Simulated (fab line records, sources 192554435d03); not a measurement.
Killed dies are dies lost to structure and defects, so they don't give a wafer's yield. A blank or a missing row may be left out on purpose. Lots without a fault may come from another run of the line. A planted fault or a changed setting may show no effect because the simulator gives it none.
Split-lot experiment | flow n5_finfet | 7 lots, 21 wafers read, on a route of 1938 steps

THE SPLIT
At N5_BEOL_M10_COAT_22 (resist thk 90 nm), the setting spin_rpm was moved away from the recipe's 1500 rpm on 8 of the 21 wafers read, by -5.2% to +7.6%. The other wafers ran this setting at the recipe's value.

FROM THE SPLIT TO THE READING: what the file shows between them, 4 steps
- N5_BEOL_M10_EXPOSE_25: exposes mask V9 (also split here: dose_mj)
- N5_BEOL_M10_PEB_26: peb time 60 s
- N5_BEOL_M10_DEVELOP_27: develop time 30 s
- N5_BEOL_M10_CD_MEAS_28: target cd 70 nm

THE READING
CAR-ArF_of_BEOL_M10_COAT_22.thk_nm (the simulator's own value, which no gauge read), in nm, at N5_BEOL_M10_DESCUM_33 (chemistry O2, time 7.9 s). The file gives no usual value for it. The 13 wafers here that ran the recipe average 83.5 nm, standard deviation 0.31 nm.

wafer  | tool, chamber at the split | spin_rpm as run, rpm | against the recipe | CAR-ArF_of_BEOL_M10_COAT_22.thk_nm, nm | against lot-mates on the recipe
L078.2 | litho_track-04, 0          | 1500                 | recipe             | 83.2                                   | -
L078.4 | litho_track-04, 0          | 1500                 | recipe             | 83                                     | -
L078.5 | litho_track-04, 0          | 1500                 | recipe             | 83                                     | -
L082.3 | litho_track-04, 0          | 1614                 | +7.6%              | 80                                     | -3.4
L082.4 | litho_track-04, 0          | 1614                 | +7.6%              | 80.4                                   | -3.0
L082.5 | litho_track-04, 0          | 1500                 | recipe             | 83.4                                   | -
L087.2 | litho_track-05, 0          | 1500                 | recipe             | 84                                     | -
L087.3 | litho_track-05, 0          | 1583                 | +5.5%              | 81.6                                   | -2.4
L087.6 | litho_track-05, 0          | 1583                 | +5.5%              | 81.6                                   | -2.4
L089.2 | litho_track-03, 0          | 1500                 | recipe             | 83.6                                   | -
L089.3 | litho_track-03, 0          | 1422                 | -5.2%              | 85.8                                   | +2.2
L089.5 | litho_track-03, 0          | 1422                 | -5.2%              | 85.8                                   | +2.2
L088.1 | litho_track-04, 0          | 1500                 | recipe             | 83.6                                   | -
L088.2 | litho_track-04, 0          | 1500                 | recipe             | 83.8                                   | -
L088.3 | litho_track-04, 0          | 1500                 | recipe             | 83.4                                   | -
L092.1 | litho_track-04, 0          | 1500                 | recipe             | 83.8                                   | -
L092.2 | litho_track-04, 0          | 1594                 | +6.3%              | 81                                     | -2.8
L092.5 | litho_track-04, 0          | 1594                 | +6.3%              | 81                                     | -2.8
L095.1 | litho_track-03, 0          | 1500                 | recipe             | 83.6                                   | -
L095.4 | litho_track-03, 0          | 1500                 | recipe             | 83.8                                   | -
L095.6 | litho_track-03, 0          | 1500                 | recipe             | 83.8                                   | -

THE FIT
A straight line over all 21 wafers: CAR-ArF_of_BEOL_M10_COAT_22.thk_nm changes by -0.415 nm for each +1% of spin_rpm; r = -0.98; the points scatter about the line by 0.29 nm.
The same after taking each lot's own level away (the mean of its wafers on the recipe; 21 wafers): -0.43 nm for each +1%; r = -1.00; scatter 0.11 nm.
On that fit, the largest move of spin_rpm shifts the reading by 3.3 nm.
The lots' own levels span 83.07 to 84.00 nm, that is 3.0 times the standard deviation above.
So the lot-to-lot level changes the slope little: the two slopes agree.
Check: with one of the wafers moved furthest among these (+7.6%) left out of the fit, the line predicts -3.24 nm for it against its lot-mates. It came out at -3.4 nm against them.

OTHER SPLITS ON THESE WAFERS
These wafers also went through other splits before the reading. Each is held against what the fit with the lots' levels taken away leaves over:
other split on the same wafers | wafers away from the commonest value | r with CAR-ArF_of_BEOL_M10_COAT_22.thk_nm (lot level and that fit taken away)
N5_BEOL_M7_ILD_DEP_00 time_s   | 8                                    | -0.28
N5_BEOL_M7_ETCH_41 source_w    | 9                                    | +0.33
N5_BEOL_M9_ILD_DEP_00 time_s   | 7                                    | -0.14
N5_BEOL_M10_EXPOSE_25 dose_mj  | 9                                    | -0.11

THE WHOLE CHAIN: every reading that the file lists as answering this split, in the file's order
step                  | what it does             | reading                                                                             | change (the file's fit)               | r (the file's)
N5_BEOL_M10_COAT_22   | resist thk 90 nm         | CAR-ArF_of_BEOL_M10_COAT_22.thk_nm (the simulator's own value, which no gauge read) | -0.421 nm for each +1% of the setting | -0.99
N5_BEOL_M10_DESCUM_33 | chemistry O2, time 7.9 s | CAR-ArF_of_BEOL_M10_COAT_22.thk_nm (the simulator's own value, which no gauge read) | -0.43 nm for each +1% of the setting  | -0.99

THE FILE'S OWN FIT
CAR-ArF_of_BEOL_M10_COAT_22.thk_nm changes by -0.43 nm for each +1% of spin_rpm, r = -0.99.
